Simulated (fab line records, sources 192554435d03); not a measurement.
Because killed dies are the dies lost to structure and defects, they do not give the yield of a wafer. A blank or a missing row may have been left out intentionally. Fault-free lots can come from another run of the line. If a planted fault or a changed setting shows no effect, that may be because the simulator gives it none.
Chamber matching + flow n5 finfet + N5_BEOL_M2_ALD_98 on ald sin-03 has 4 sister chambers
The step deposits SiO2, target thk 2.5 nm, pulse time 1 s, co reactant pulse time 1 s. 4 wafers are shown with their chamber, then 11 later ones without.

## WAFERS WITH THEIR CHAMBER
| wafer  | chamber | heater power w (W) |
|--------|---------|--------------------|
| L086.1 | 1       | 83                 |
| L089.2 | 2       | 89                 |
| L089.6 | 0       | 67                 |
| L090.1 | 3       | 71                 |

## WAFERS MISSING THEIR CHAMBER
| wafer  | heater power w (W) |
|--------|--------------------|
| L090.2 | 83                 |
| L090.3 | 68                 |
| L094.1 | 81                 |
| L094.2 | 74                 |
| L094.5 | 67                 |
| L095.2 | 83                 |
| L095.3 | 91                 |
| L095.5 | 68                 |
| L096.2 | 75                 |
| L096.4 | 90                 |
| L096.6 | 73                 |

## THE CHAMBER EACH PASSED THROUGH
| wafer  | from the rows above     | in truth |
|--------|-------------------------|----------|
| L090.2 | 1                       | 1        |
| L090.3 | can't be placed: 0 or 3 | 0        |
| L094.1 | 1                       | 1        |
| L094.2 | 3                       | 3        |
| L094.5 | 0                       | 0        |
| L095.2 | 1                       | 1        |
| L095.3 | 2                       | 2        |
| L095.5 | can't be placed: 0 or 3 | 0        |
| L096.2 | 3                       | 3        |
| L096.4 | 2                       | 2        |
| L096.6 | 3                       | 3        |
9 of 11 placed correctly. These rows do not allow placing 2 (true chamber among the candidates in 2). 0 placed wrongly.
How it was worked out, from the rows above alone: a wafer's distance from a chamber is the root of the sum, over the readings, of the square of ((its reading less the chamber's mean) divided by the reading's scatter). If the next closest chamber is less than 2 further off than the closest, the wafer can't be placed; otherwise it belongs to the closest. The mean given for a chamber averages the wafers shown for that chamber. The scatter: root of mean squared gap, hidden wafer to nearest shown wafer, with one shown wafer a chamber.
